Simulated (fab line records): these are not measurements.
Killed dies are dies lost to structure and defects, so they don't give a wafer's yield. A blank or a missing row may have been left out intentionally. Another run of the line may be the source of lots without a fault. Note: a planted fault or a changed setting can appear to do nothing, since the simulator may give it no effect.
Problem report, 8D (eight disciplines) form, completed by code / flow n5 finfet / the parts of the form that need people (team, actions taken, sign-off) are left out

== 1. THE PROBLEM ==
N5_BEOL_M9_INSPECT_58, raw defect count: mean 1171 over 1 wafer from 1 lot; wafers with no fault: 68, standard deviation 20. Measured from the usual mean, that is +55 standard deviations.
The step: inspects for defects (darkfield).
The first sign was on wafer L791.4 at day 13 21:58, on defect inspect-01. The record holds 29 wafers of 10 lots with a number at this step. Rule for "out" (also "out of limits"): further than 4 standard deviations from the usual mean. The other wafers with a number count as sound.

== 2. WHAT IT IS; WHAT IT IS NOT ==
question=which readings at this step | is=raw defect count | is not=-
question=which lots | is=L791 | is not=L779, L780, L782, L783, L784, L785, L787, L798, L802
question=which wafers of those lots | is=L791.4 | is not=L791.5
question=read on which gauges | is=defect inspect-01 | is not=defect inspect-02
question=when | is=from day 13 21:58 | is not=up to then (22 sound wafers); but 6 sound wafers of L798, L802 came after

== 3. SUSPECTS, AND WHAT RULES EACH OUT ==
Counting: a tool at a process step up to the reading stays a suspect if it ran every lot that is out. Sound lots after the first of them don't rule it out here, since some wafers of a struck lot are sound.
- the gauge at N5_BEOL_M9_INSPECT_58 is ruled out. All the wafers that are out were read on defect inspect-01, but those of them that N5_BEOL_M10_INSPECT_30 has rows for are out there too, on other tools.
- rtp anneal-01 at N5_BEOL_M9_ANNEAL_51 (time 90 s): kept. It processed L791, the lot that is out, at day 13 21:20, and its most recent sound lot before then was L784 at day 11 17:48.
- cmp-04 at N5_BEOL_M9_CMP_52 (polishes, stops on SiCOH lowk, t overpolish 7 s, target thk 140 nm): kept. It processed L791, the lot that is out, at day 13 21:32, and its most recent sound lot before then was L784 at day 11 18:11.
- pecvd-02 at N5_BEOL_M9_PRE_CLEAN_55 (time 15 s): kept. It processed L791, the lot that is out, at day 13 21:51, and its most recent sound lot before then was L787 at day 13 04:59.
- The sound lot-mates ran in chamber 2 of pecvd-02 at N5_BEOL_M9_PRE_CLEAN_55, but the wafers that are out ran in chamber 1.
The count leaves rtp anneal-01 at N5_BEOL_M9_ANNEAL_51, cmp-04 at N5_BEOL_M9_CMP_52, and pecvd-02 at N5_BEOL_M9_PRE_CLEAN_55.

== 4. THE CAUSE (what the simulator had put in) ==
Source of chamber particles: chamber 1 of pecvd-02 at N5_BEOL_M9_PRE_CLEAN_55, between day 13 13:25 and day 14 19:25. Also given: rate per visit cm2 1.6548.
Counting left 3 suspects, and this tool is among them.

== 5. THE CHAIN OF EFFECTS, in route order ==
Each row: a reading where the mean over the struck wafers with a number is more than 3 standard deviations away from the usual. Scope: only readings with a usual standard deviation given in the record; hours: median across lots of the time from each lot's start at the first step in this table that gives one to its start at this step; sigmas: change in usual standard deviations.
hours=0; step=N5_BEOL_M9_INSPECT_58; reading=raw defect count; usual=68; on struck wafers=1171; change=+1103; sigmas=+55
hours=2; step=N5_BEOL_M10_INSPECT_13; reading=raw defect count; usual=404; on struck wafers=1446; change=+1042; sigmas=+13
hours=4; step=N5_BEOL_M10_INSPECT_30; reading=raw defect count; usual=404; on struck wafers=1451; change=+1047; sigmas=+12
hours=51; step=N5_PASSIVATION_PROBE_49; reading=defect limited yield; usual=91.3 %; on struck wafers=80.8; change=-10.5; sigmas=-7.0
hours=51; step=N5_PASSIVATION_PROBE_49; reading=killed_at_M4_up; usual=13; on struck wafers=150; change=+137; sigmas=+28
hours=51; step=N5_PASSIVATION_PROBE_49; reading=killed dies; usual=103; on struck wafers=227; change=+124; sigmas=+6.9
hours=51; step=N5_PASSIVATION_PROBE_49; reading=sort_bin_5_function; usual=5.2 %; on struck wafers=11.4; change=+6.2; sigmas=+6.2
hours=51; step=N5_PASSIVATION_PROBE_49; reading=sort n pass; usual=1077; on struck wafers=953; change=-124; sigmas=-6.9
hours=51; step=N5_PASSIVATION_PROBE_49; reading=sort yield pct; usual=91.3 %; on struck wafers=80.8; change=-10.5; sigmas=-7.0
Its process steps:
- N5_PASSIVATION_PROBE_49

== 6. WHAT WOULD HAVE CAUGHT IT SOONER ==
Counted from the fault's start at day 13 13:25, it took 9 hours until the first out-of-limits reading at a measuring or inspecting step in this record, taken at day 13 21:58.
Tool readings at N5_BEOL_M9_PRE_CLEAN_55 with a usual standard deviation given in the record: none out on any struck wafer, hence no alarm at a limit of 4 standard deviations on them.
Each of the lots that are out, 1 in all, had begun N5_BEOL_M9_PRE_CLEAN_55 on pecvd-02 no later than day 13 21:58. Had the tool been put on hold then, not one of them would have been saved.
